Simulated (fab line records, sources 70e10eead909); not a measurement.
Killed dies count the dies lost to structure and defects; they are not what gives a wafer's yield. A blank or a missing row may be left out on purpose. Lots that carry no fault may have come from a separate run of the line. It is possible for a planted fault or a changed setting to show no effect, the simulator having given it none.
Matching of chambers :: flow nand harc :: NHARC_A_WL_FILL_CMP_12 on cmp-04 has 4 sister chambers
The step polishes, t overpolish 30 s, target thk 100 nm. 20 wafers are shown with their chamber, then 10 later ones without.

## WAFERS WITH THEIR CHAMBER
wafer: L074.1
chamber: 3
motor current A (A): 11.9
time to endpoint s (s): 20.6
overpolish run s (s): 30.008

wafer: L074.2
chamber: 0
motor current A (A): 9.1
time to endpoint s (s): 22.5
overpolish run s (s): 30.000

wafer: L074.5
chamber: 0
motor current A (A): 9.3
time to endpoint s (s): 21.7
overpolish run s (s): 29.994

wafer: L080.3
chamber: 3
motor current A (A): 11.8
time to endpoint s (s): 17.1
overpolish run s (s): 30.023

wafer: L080.4
chamber: 2
motor current A (A): 10.3
time to endpoint s (s): 18.0
overpolish run s (s): 30.008

wafer: L080.6
chamber: 0
motor current A (A): 9.9
time to endpoint s (s): 17.7
overpolish run s (s): 30.022

wafer: L082.1
chamber: 2
motor current A (A): 10.3
time to endpoint s (s): 19.0
overpolish run s (s): 30.007

wafer: L082.3
chamber: 3
motor current A (A): 11.5
time to endpoint s (s): 18.2
overpolish run s (s): 29.993

wafer: L082.5
chamber: 3
motor current A (A): 11.9
time to endpoint s (s): 19.8
overpolish run s (s): 30.007

wafer: L084.2
chamber: 1
motor current A (A): 11.3
time to endpoint s (s): 17.7
overpolish run s (s): 30.009

wafer: L084.3
chamber: 3
motor current A (A): 12.1
time to endpoint s (s): 19.5
overpolish run s (s): 30.015

wafer: L084.4
chamber: 0
motor current A (A): 9.6
time to endpoint s (s): 21.1
overpolish run s (s): 29.991

wafer: L083.1
chamber: 0
motor current A (A): 9.1
time to endpoint s (s): 19.2
overpolish run s (s): 29.995

wafer: L083.2
chamber: 2
motor current A (A): 10.5
time to endpoint s (s): 18.6
overpolish run s (s): 29.990

wafer: L083.6
chamber: 2
motor current A (A): 10.3
time to endpoint s (s): 19.3
overpolish run s (s): 30.000

wafer: L086.1
chamber: 2
motor current A (A): 10.2
time to endpoint s (s): 20.1
overpolish run s (s): 30.010

wafer: L086.5
chamber: 1
motor current A (A): 11.5
time to endpoint s (s): 21.4
overpolish run s (s): 29.992

wafer: L086.6
chamber: 0
motor current A (A): 9.5
time to endpoint s (s): 22.2
overpolish run s (s): 30.009

wafer: L088.3
chamber: 1
motor current A (A): 11.4
time to endpoint s (s): 19.5
overpolish run s (s): 30.005

wafer: L088.5
chamber: 3
motor current A (A): 12.3
time to endpoint s (s): 21.7
overpolish run s (s): 30.007

SIGNATURES (means of the wafers above)
reading: motor current A
chamber 0: 9.417
chamber 1: 11.400
chamber 2: 10.320
chamber 3: 11.917
scatter within a chamber: 0.24

reading: time to endpoint s
chamber 0: 20.733
chamber 1: 19.533
chamber 2: 19.000
chamber 3: 19.483
scatter within a chamber: 1.6

reading: overpolish run s
chamber 0: 30.00183
chamber 1: 30.00200
chamber 2: 30.00300
chamber 3: 30.00883
scatter within a chamber: 0.01
Rule: a wafer lies at a distance from a chamber equal to the root of the sum of squares, over the readings, of (its reading less the chamber's mean, divided by the reading's scatter). If the next closest chamber is less than 2 further off than the closest, the wafer can't be placed; otherwise it belongs to the closest. The scatter: take each reading less its chamber's mean, square it, sum over the shown wafers, divide by the number of wafers less the number of chambers, and take the root.

## WAFERS WHOSE CHAMBER IS MISSING
wafer: L088.6
motor current A (A): 9.8
time to endpoint s (s): 20.7
overpolish run s (s): 30.006

wafer: L093.1
motor current A (A): 12.2
time to endpoint s (s): 20.4
overpolish run s (s): 30.005

wafer: L093.4
motor current A (A): 10.4
time to endpoint s (s): 19.0
overpolish run s (s): 30.007

wafer: L093.6
motor current A (A): 11.3
time to endpoint s (s): 17.5
overpolish run s (s): 29.996

wafer: L095.2
motor current A (A): 10.8
time to endpoint s (s): 19.9
overpolish run s (s): 29.996

wafer: L095.4
motor current A (A): 10.7
time to endpoint s (s): 18.9
overpolish run s (s): 29.998

wafer: L095.6
motor current A (A): 12.1
time to endpoint s (s): 20.0
overpolish run s (s): 30.015

wafer: L096.2
motor current A (A): 11.5
time to endpoint s (s): 16.6
overpolish run s (s): 30.013

wafer: L096.4
motor current A (A): 9.8
time to endpoint s (s): 17.3
overpolish run s (s): 30.003

wafer: L096.6
motor current A (A): 9.7
time to endpoint s (s): 17.8
overpolish run s (s): 29.984

## WHICH CHAMBER EACH WENT THROUGH
wafer: L088.6
from the rows above: can't be placed: 0 or 2
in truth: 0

wafer: L093.1
from the rows above: 3
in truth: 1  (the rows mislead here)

wafer: L093.4
from the rows above: 2
in truth: 2

wafer: L093.6
from the rows above: can't be placed: 1 or 3
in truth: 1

wafer: L095.2
from the rows above: can't be placed: 2 or 1
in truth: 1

wafer: L095.4
from the rows above: can't be placed: 2 or 1
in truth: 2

wafer: L095.6
from the rows above: 3
in truth: 3

wafer: L096.2
from the rows above: can't be placed: 1 or 3
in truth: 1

wafer: L096.4
from the rows above: can't be placed: 2 or 0
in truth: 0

wafer: L096.6
from the rows above: can't be placed: 0 or 2
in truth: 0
Placed correctly: 2 of 10. Can't be placed from these rows: 7 (the true chamber is among the candidates in 7). 1 placed wrongly.
